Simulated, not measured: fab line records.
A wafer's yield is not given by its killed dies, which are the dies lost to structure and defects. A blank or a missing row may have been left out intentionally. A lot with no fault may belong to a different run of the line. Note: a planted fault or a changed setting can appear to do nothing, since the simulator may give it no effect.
Chamber matching | flow nandHarc | NHARC_A_CONTACT_DESCUM_47 on rieDiel-07: 4 sister chambers
The step chemistry O2, time 3 s. 8 wafers are shown with their chamber, then 12 later ones without.

== EACH WAFER AND ITS CHAMBER ==
wafer  | chamber | showerheadPlenumPTorr (Torr) | drypumpMotorCurrentA (A)
L085.4 | 2       | 1.87                         | 6.0
L085.6 | 3       | 1.78                         | 5.5
L087.1 | 0       | 2.07                         | 6.0
L087.2 | 1       | 1.90                         | 5.8
L087.5 | 1       | 1.90                         | 5.8
L089.1 | 0       | 2.07                         | 5.9
L089.4 | 2       | 1.87                         | 6.0
L089.5 | 3       | 1.77                         | 5.5

== WAFERS WITH NO CHAMBER GIVEN ==
wafer  | showerheadPlenumPTorr (Torr) | drypumpMotorCurrentA (A)
L092.1 | 2.06                         | 5.9
L092.2 | 1.90                         | 5.9
L092.5 | 1.87                         | 6.0
L095.2 | 1.87                         | 6.0
L095.3 | 2.06                         | 5.9
L095.6 | 2.06                         | 5.9
L097.1 | 1.77                         | 5.6
L097.3 | 2.06                         | 5.9
L097.6 | 1.77                         | 5.6
L096.1 | 1.87                         | 6.0
L096.3 | 1.77                         | 5.5
L096.4 | 1.90                         | 5.8

== EACH ONE'S CHAMBER ==
wafer  | from the rows above | in truth
L092.1 | 0                   | 0
L092.2 | 1                   | 1
L092.5 | 2                   | 2
L095.2 | 2                   | 2
L095.3 | 0                   | 0
L095.6 | 0                   | 0
L097.1 | 3                   | 3
L097.3 | 0                   | 0
L097.6 | 3                   | 3
L096.1 | 2                   | 2
L096.3 | 3                   | 3
L096.4 | 1                   | 1
12 of 12 placed correctly. Can't be placed from these rows: 0. Placed wrongly: 0.
How it was worked out, from the rows above alone: a wafer's distance from a chamber is the root of the sum, over the readings, of the square of ((its reading less the chamber's mean) divided by the reading's scatter). The wafer belongs to the nearest chamber; if the next one is less than 2 further off, it can't be placed. Each chamber's mean is taken over the wafers shown for it. How the scatter is found: for the shown wafers, subtract from each reading the mean of its chamber, square and add these, divide the total by (wafers less chambers), then take the root.
